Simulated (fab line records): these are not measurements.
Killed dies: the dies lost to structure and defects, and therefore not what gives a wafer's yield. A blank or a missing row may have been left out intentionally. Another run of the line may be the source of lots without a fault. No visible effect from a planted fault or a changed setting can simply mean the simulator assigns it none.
Comparing a struck lot with a sound one | flow n5 finfet | 18 steps out of a route of 1938
Sound: wafers L845.2, L845.4, L845.5. Struck: wafers L849.3, L849.4, L849.5. Last of all comes the cause.
Order at every step that has rows: each side's tool, ch and its chambers, its first start. Under that, the readings that differ: sound wafers | struck wafers | difference of the means | sigmas: that difference in standard deviations of wafers without a fault.
alike: readings with means less than 2 such deviations apart, plus words and numbers identical on both sides. not compared: withheld readings, readings lacking a value on some wafer, bounds such as >300 that could conceal the same value, and numbers that have no deviation in the record and whose values overlap.
The two part at a step that has a row with sigmas, a row that says differs or no value, or rows on one side only. Numbers that have no deviation but don't overlap get no sigmas and don't part them. Lack of a reading on every wafer of one side parts them only where that side has two or more wafers.

first, 3 steps without rows for these wafers: N5_HKMG_FIN_WET_ETCH_65 (etches a-Si in TMAH, stops on TiN, time 49 s, target depth 3 nm); N5_HKMG_FIN_WET_ETCH_81 (etches TiN in SC1, stops on HfO2, time 57 s, target depth 6 nm); N5_HKMG_FIN_WET_ETCH_82 (etches La2O3 in dHCl, stops on HfO2, target depth 2 nm, rinse time 30 s).
N5_HKMG_FIN_ALD_36: deposits TiN, target thk 1 nm, pulse time 1 s, purge time 3 s.
  sound on ald metal-03 ch 0,1,3, day 4 14:45; struck on ald metal-04 ch 0,2,3, day 5 16:49
  alike: heater power w, precursor pulse height rel
N5_HKMG_FIN_THK_MEAS_70: measures by xrf.
  sound on film metro-01 at day 4 15:02; struck on film metro-01 at day 5 17:06
  alike: HK_THK
N5_HKMG_FIN_PWFM_ALD_03: deposits TiN, target thk 2 nm, pulse time 1 s, purge time 3 s.
  sound on ald metal-03 ch 0,2,3, day 4 15:04; struck on ald metal-01 ch 0,2, day 5 17:08
  alike: heater power w, precursor pulse height rel
then, 6 steps without rows for these wafers: N5_HKMG_FIN_COAT_29 (time 60 s, resist thk 300 nm); N5_HKMG_FIN_COAT_30 (time 60 s, resist thk 35 nm); N5_HKMG_FIN_COAT_06 (resist thk 90 nm); N5_HKMG_FIN_EBR_08; N5_HKMG_FIN_SOFTBAKE_07 (time 60 s); N5_HKMG_FIN_EXPOSE_09 (exposes mask NWFM).
N5_HKMG_FIN_PEB_10: peb time 60 s.
  sound on litho track-02 ch 0, day 4 15:43; struck on litho track-05 ch 0, day 5 17:55
then, 1 step without rows for these wafers: N5_HKMG_FIN_DEVELOP_11 (develop time 30 s).
N5_HKMG_FIN_CD_MEAS_12 targets a cd of 92.8 nm.
  sound on cd sem-01 ch 0, day 4 15:47; struck on cd sem-01 ch 0, day 5 17:59
  reading    | sound          | struck            | difference | sigmas
  cd nm (nm) | 92.2 92.0 92.3 | 103.5 103.1 104.6 | +11.6      | +16
N5_HKMG_FIN_OVL_MEAS_13:
  sound on overlay-01 ch 0, day 4 15:49; struck on overlay-01 ch 0, day 5 18:01
  alike: NWFM_OVL
-- record jumps: 4 days separate the struck wafers' starts on either side; left off in module HKMG_FIN, taken up again in module BEOL_M4, whose first shown step is the route's number 1111 --
N5_BEOL_M4_RC_MEAS_101:
  sound on prober-01 ch 0, day 9 06:07; struck on prober-01 ch 0, day 9 11:16
  alike: DIBL_N, DIBL_P, IOFF_N, IOFF_P, ION_N, ION_P, SS_N, SS_P, VT_N, VT_P
-- record jumps: 5 days separate the struck wafers' starts on either side; left off in module BEOL_M4, taken up again in module PASSIVATION, whose first shown step is the route's number 1936 --
N5_PASSIVATION_PROBE_49:
  sound on prober-01 at day 13 20:13; struck on prober-02 at day 14 12:22
  reading                  | sound          | struck         | difference | sigmas
  defect limited yield (%) | 91.5 91.0 91.1 | 89.2 85.7 86.9 | -3.9       | -2
  killed_at_M0_to_M3       | 24 33 31       | 52 67 59       | +30        | +3
  killed dies              | 100 106 105    | 128 169 155    | +47        | +2
  killed on rim            | 14 21 14       | 19 31 30       | +10        | +2
  sort n pass              | 1080 1074 1075 | 1052 1011 1025 | -47        | -2
  sort yield pct (%)       | 91.5 91.0 91.1 | 89.2 85.7 86.9 | -3.9       | -2
  alike: killed_at_M4_up, killed at contacts, killed at front end, killed at other, killed open, killed short, sort_bin_5_function, sort_bin_6_memory, sort_bin_8_speed

WHERE THEY PART
Earliest at N5_HKMG_FIN_CD_MEAS_12; latest, in this record, at N5_PASSIVATION_PROBE_49.

WHY: what had been put in by the simulator
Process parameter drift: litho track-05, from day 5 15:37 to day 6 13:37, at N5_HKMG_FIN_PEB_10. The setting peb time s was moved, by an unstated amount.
